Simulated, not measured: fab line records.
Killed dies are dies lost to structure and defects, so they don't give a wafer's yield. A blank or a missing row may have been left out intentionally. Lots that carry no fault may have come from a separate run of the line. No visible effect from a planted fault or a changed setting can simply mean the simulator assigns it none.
Which tool was responsible? / flow n5-finfet / 30 wafers from 10 lots sampled at 5 of the route's 1938 steps

== WHAT THE GAUGES READ, wafer by wafer ==
N5_BEOL_M15_OVL_MEAS_11.
lot=L954; measured=day 11 09:49; on=overlay-02; V14_OVL (nm)=10 7 0
lot=L955; measured=day 11 13:40; on=overlay-01; V14_OVL (nm)=7 10 4
lot=L958; measured=day 11 19:58; on=overlay-02; V14_OVL (nm)=3 8 14
lot=L957; measured=day 11 23:59; on=overlay-02; V14_OVL (nm)=3 -4 1
lot=L959; measured=day 13 03:14; on=overlay-02; V14_OVL (nm)=-2 9 6
lot=L964; measured=day 13 21:56; on=overlay-01; V14_OVL (nm)=0 0 3
lot=L961; measured=day 13 22:17; on=overlay-01; V14_OVL (nm)=2 9 2
lot=L971; measured=day 16 01:03; on=overlay-01; V14_OVL (nm)=-5 -1 2
lot=L973; measured=day 16 04:02; on=overlay-02; V14_OVL (nm)=-5 -2 -4
lot=L975; measured=day 16 12:04; on=overlay-02; V14_OVL (nm)=-1 -5 3

N5_PASSIVATION_CD_MEAS_10 targets a cd of 3000 nm.
lot=L954; measured=day 11 20:47; on=cd-sem-02; cd-nm (nm)=3001.5 3002.7 3000.4
lot=L955; measured=day 12 01:40; on=cd-sem-01; cd-nm (nm)=2999.6 2999.4 2998.5
lot=L958; measured=day 12 07:40; on=cd-sem-02; cd-nm (nm)=2999.1 3001.1 3001.4
lot=L957; measured=day 12 11:13; on=cd-sem-03; cd-nm (nm)=2999.7 2998.3 3002.0
lot=L959; measured=day 13 21:41; on=cd-sem-02; cd-nm (nm)=3001.3 3002.1 3000.5
lot=L964; measured=day 14 16:44; on=cd-sem-03; cd-nm (nm)=3000.5 3000.7 3001.4
lot=L961; measured=day 14 16:46; on=cd-sem-02; cd-nm (nm)=3002.3 3000.6 3000.7
lot=L971; measured=day 16 15:10; on=cd-sem-03; cd-nm (nm)=3007.0 3008.0 3009.0
lot=L973; measured=day 16 20:12; on=cd-sem-02; cd-nm (nm)=3012.4 3009.0 3009.7
lot=L975; measured=day 17 00:46; on=cd-sem-03; cd-nm (nm)=2998.4 2998.3 2997.3

== EACH LOT AND THE TOOL THAT RAN IT (in order: tool; ch and the chambers of the sampled wafers; start) ==
lot=L954; N5_BEOL_M15_ETCH_59=rie-diel-03 ch 0,1,3, day 11 10:04; N5_BEOL_M15_STRIP_64=rie-diel-03 ch 0,1,3, day 11 20:37 or earlier; N5_PASSIVATION_EXPOSE_07=krf-scanner-01 ch 0, day 11 20:37
lot=L955; N5_BEOL_M15_ETCH_59=rie-diel-03 ch 1,2,3, day 11 14:25; N5_BEOL_M15_STRIP_64=rie-diel-03 ch 1,2,3, day 12 01:29 or earlier; N5_PASSIVATION_EXPOSE_07=krf-scanner-02 ch 0, day 12 01:29
lot=L958; N5_BEOL_M15_ETCH_59=rie-diel-01 ch 1,2, day 11 20:04; N5_BEOL_M15_STRIP_64=rie-diel-01 ch 1,2, day 12 07:30 or earlier; N5_PASSIVATION_EXPOSE_07=krf-scanner-02 ch 0, day 12 07:30
lot=L957; N5_BEOL_M15_ETCH_59=rie-diel-04 ch 0,1,3, day 12 00:05; N5_BEOL_M15_STRIP_64=rie-diel-04 ch 0,1,3, day 12 11:03 or earlier; N5_PASSIVATION_EXPOSE_07=krf-scanner-02 ch 0, day 12 11:03
lot=L959; N5_BEOL_M15_ETCH_59=rie-diel-03 ch 0,1, day 13 03:41; N5_BEOL_M15_STRIP_64=rie-diel-03 ch 0,1, day 13 21:31 or earlier; N5_PASSIVATION_EXPOSE_07=krf-scanner-02 ch 0, day 13 21:31
lot=L964; N5_BEOL_M15_ETCH_59=rie-diel-01 ch 2,3, day 13 22:40; N5_BEOL_M15_STRIP_64=rie-diel-01 ch 2,3, day 14 16:34 or earlier; N5_PASSIVATION_EXPOSE_07=krf-scanner-01 ch 0, day 14 16:34
lot=L961; N5_BEOL_M15_ETCH_59=rie-diel-04 ch 0,1,3, day 13 23:15; N5_BEOL_M15_STRIP_64=rie-diel-04 ch 0,1,3, day 14 16:35 or earlier; N5_PASSIVATION_EXPOSE_07=krf-scanner-01 ch 0, day 14 16:35
lot=L971; N5_BEOL_M15_ETCH_59=rie-diel-01 ch 0,2, day 16 01:08; N5_BEOL_M15_STRIP_64=rie-diel-01 ch 0,2, day 16 14:59 or earlier; N5_PASSIVATION_EXPOSE_07=krf-scanner-02 ch 0, day 16 14:59
lot=L973; N5_BEOL_M15_ETCH_59=rie-diel-04 ch 1,2,3, day 16 04:07; N5_BEOL_M15_STRIP_64=rie-diel-04 ch 1,2,3, day 16 20:01 or earlier; N5_PASSIVATION_EXPOSE_07=krf-scanner-02 ch 0, day 16 20:01
lot=L975; N5_BEOL_M15_ETCH_59=rie-diel-01 ch 0,1,2, day 16 12:26; N5_BEOL_M15_STRIP_64=rie-diel-01 ch 0,1,2, day 17 00:36 or earlier; N5_PASSIVATION_EXPOSE_07=krf-scanner-01 ch 0, day 17 00:36
- N5_BEOL_M15_ETCH_59: etches BARC in N2/H2, target depth 89 nm, overetch 26.7 nm, time 67.9 s.
- N5_BEOL_M15_STRIP_64: strips in O2.
- N5_PASSIVATION_EXPOSE_07: exposes mask TV, defocus 0 nm, target cd 3000 nm.

== AS READ BY THE TOOLS THEMSELVES (means over the sampled wafers that have a number; for cases with no such wafer, the mark the record gives instead) ==
N5_BEOL_M15_ETCH_59.
lot=L954; tool=rie-diel-03; drypump-motor-current-A (A)=5.3; oes-product-au (a.u.)=0.74; rf-fwd-power-W (W)=833; rf-vpp-V (V)=525.3; showerhead-plenum-p-Torr (Torr)=2.59; throttle-valve-pct (%)=17.85
lot=L955; tool=rie-diel-03; drypump-motor-current-A (A)=5.3; oes-product-au (a.u.)=0.71; rf-fwd-power-W (W)=831; rf-vpp-V (V)=525.0; showerhead-plenum-p-Torr (Torr)=2.57; throttle-valve-pct (%)=17.99
lot=L958; tool=rie-diel-01; drypump-motor-current-A (A)=5.7; oes-product-au (a.u.)=0.76; rf-fwd-power-W (W)=830; rf-vpp-V (V)=525.0; showerhead-plenum-p-Torr (Torr)=2.56; throttle-valve-pct (%)=17.60
lot=L957; tool=rie-diel-04; drypump-motor-current-A (A)=6.0; oes-product-au (a.u.)=0.70; rf-fwd-power-W (W)=833; rf-vpp-V (V)=521.7; showerhead-plenum-p-Torr (Torr)=2.49; throttle-valve-pct (%)=17.75
lot=L959; tool=rie-diel-03; drypump-motor-current-A (A)=5.5; oes-product-au (a.u.)=0.74; rf-fwd-power-W (W)=832; rf-vpp-V (V)=526.8; showerhead-plenum-p-Torr (Torr)=2.66; throttle-valve-pct (%)=17.75
lot=L964; tool=rie-diel-01; drypump-motor-current-A (A)=5.5; oes-product-au (a.u.)=0.74; rf-fwd-power-W (W)=833; rf-vpp-V (V)=523.7; showerhead-plenum-p-Torr (Torr)=2.52; throttle-valve-pct (%)=17.77
lot=L961; tool=rie-diel-04; drypump-motor-current-A (A)=6.0; oes-product-au (a.u.)=0.68; rf-fwd-power-W (W)=831; rf-vpp-V (V)=521.7; showerhead-plenum-p-Torr (Torr)=2.48; throttle-valve-pct (%)=17.77
lot=L971; tool=rie-diel-01; drypump-motor-current-A (A)=5.2; oes-product-au (a.u.)=0.70; rf-fwd-power-W (W)=835; rf-vpp-V (V)=525.0; showerhead-plenum-p-Torr (Torr)=2.61; throttle-valve-pct (%)=17.94
lot=L973; tool=rie-diel-04; drypump-motor-current-A (A)=6.0; oes-product-au (a.u.)=0.75; rf-fwd-power-W (W)=831; rf-vpp-V (V)=525.8; showerhead-plenum-p-Torr (Torr)=2.58; throttle-valve-pct (%)=17.64
lot=L975; tool=rie-diel-01; drypump-motor-current-A (A)=5.5; oes-product-au (a.u.)=0.69; rf-fwd-power-W (W)=833; rf-vpp-V (V)=525.9; showerhead-plenum-p-Torr (Torr)=2.61; throttle-valve-pct (%)=17.76

N5_BEOL_M15_STRIP_64.
lot=L954; tool=rie-diel-03; drypump-motor-current-A (A)=5.3; oes-product-au (a.u.)=0.87; rf-vpp-V (V)=3.5; showerhead-plenum-p-Torr (Torr)=2.13; throttle-valve-pct (%)=16.67
lot=L955; tool=rie-diel-03; drypump-motor-current-A (A)=5.3; oes-product-au (a.u.)=0.82; rf-vpp-V (V)=4.2; showerhead-plenum-p-Torr (Torr)=2.12; throttle-valve-pct (%)=16.81
lot=L958; tool=rie-diel-01; drypump-motor-current-A (A)=5.7; oes-product-au (a.u.)=0.90; rf-vpp-V (V)=3.5; showerhead-plenum-p-Torr (Torr)=2.11; throttle-valve-pct (%)=16.37
lot=L957; tool=rie-diel-04; drypump-motor-current-A (A)=6.0; oes-product-au (a.u.)=0.82; rf-vpp-V (V)=3.4; showerhead-plenum-p-Torr (Torr)=2.05; throttle-valve-pct (%)=16.55
lot=L959; tool=rie-diel-03; drypump-motor-current-A (A)=5.4; oes-product-au (a.u.)=0.87; rf-vpp-V (V)=3.7; showerhead-plenum-p-Torr (Torr)=2.20; throttle-valve-pct (%)=16.59
lot=L964; tool=rie-diel-01; drypump-motor-current-A (A)=5.5; oes-product-au (a.u.)=0.86; rf-vpp-V (V)=3.8; showerhead-plenum-p-Torr (Torr)=2.07; throttle-valve-pct (%)=16.52
lot=L961; tool=rie-diel-04; drypump-motor-current-A (A)=6.0; oes-product-au (a.u.)=0.79; rf-vpp-V (V)=3.6; showerhead-plenum-p-Torr (Torr)=2.05; throttle-valve-pct (%)=16.58
lot=L971; tool=rie-diel-01; drypump-motor-current-A (A)=5.2; oes-product-au (a.u.)=0.82; rf-vpp-V (V)=3.1; showerhead-plenum-p-Torr (Torr)=2.16; throttle-valve-pct (%)=16.66
lot=L973; tool=rie-diel-04; drypump-motor-current-A (A)=6.0; oes-product-au (a.u.)=0.88; rf-vpp-V (V)=3.9; showerhead-plenum-p-Torr (Torr)=2.14; throttle-valve-pct (%)=16.49
lot=L975; tool=rie-diel-01; drypump-motor-current-A (A)=5.5; oes-product-au (a.u.)=0.82; rf-vpp-V (V)=3.1; showerhead-plenum-p-Torr (Torr)=2.16; throttle-valve-pct (%)=16.53

N5_PASSIVATION_EXPOSE_07.
lot=L954 tool=krf-scanner-01 exposure-dose-mJ-cm2=22.777
lot=L955 tool=krf-scanner-02 exposure-dose-mJ-cm2=22.748
lot=L958 tool=krf-scanner-02 exposure-dose-mJ-cm2=22.754
lot=L957 tool=krf-scanner-02 exposure-dose-mJ-cm2=22.775
lot=L959 tool=krf-scanner-02 exposure-dose-mJ-cm2=22.745
lot=L964 tool=krf-scanner-01 exposure-dose-mJ-cm2=22.763
lot=L961 tool=krf-scanner-01 exposure-dose-mJ-cm2=22.764
lot=L971 tool=krf-scanner-02 exposure-dose-mJ-cm2=23.791
lot=L973 tool=krf-scanner-02 exposure-dose-mJ-cm2=23.748
lot=L975 tool=krf-scanner-01 exposure-dose-mJ-cm2=22.776

== THE ANSWER, worked out from the rows above alone ==
Rule: the usual values come from the lots themselves. Put in order of their means at a reading, lots are off if they are a third of the lots or fewer, leave a main group of 4 or more, and stand apart from it by a gap of 3 or more times the standard deviation of the main group's means; of several such gaps the widest counts. A main group whose means are all the same, to the digits that the tables above print for the reading, isn't used. Also off: a lot with no number at a reading for which 4 or more lots have one. Any other lot the step has rows for is counted as sound. First the gauges in route order, then the tools' own readings, where a lot's mean is used as printed above. The first step at which some lot is off is used, and at that step the reading that is off furthest; a lot without a number counts as furthest.
Off, at N5_PASSIVATION_CD_MEAS_10 on cd-nm: L971, L973. Mean 3000.3 nm and standard deviation 1.1 in the main group.
If a tool, at a process step before that reading, ran all the lots that are off and no sound lot after the first of them, it fits. The gauges at N5_PASSIVATION_CD_MEAS_10 aren't tried: what is off there is off at N5_PASSIVATION_EXPOSE_07 too, on other tools, and a gauge's error can't cause that. N5_BEOL_M15_STRIP_64 gives no start for some lots, so the hours and the order of its lots are those of N5_PASSIVATION_EXPOSE_07. One candidate fits, namely krf-scanner-02 at N5_PASSIVATION_EXPOSE_07. Its last sound lot is L959 (day 13 21:31), its first lot that is off L971 (day 16 14:59): a fault that began between those two fits.
The tool's own readings at N5_PASSIVATION_EXPOSE_07 bear it out: on the lots that are off they differ by more than 5 times the standard deviation of the sound lots' means. exposure-dose-mJ-cm2 reads 23.770 there against 22.763 on the sound lots.

== WHAT THE SIMULATOR HAD PUT IN ==
Drift in process parameters on krf-scanner-02 at N5_PASSIVATION_EXPOSE_07, starting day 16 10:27. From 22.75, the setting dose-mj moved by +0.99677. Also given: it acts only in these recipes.
Struck lots among those shown: L971, L973. The same result came from the rule above.
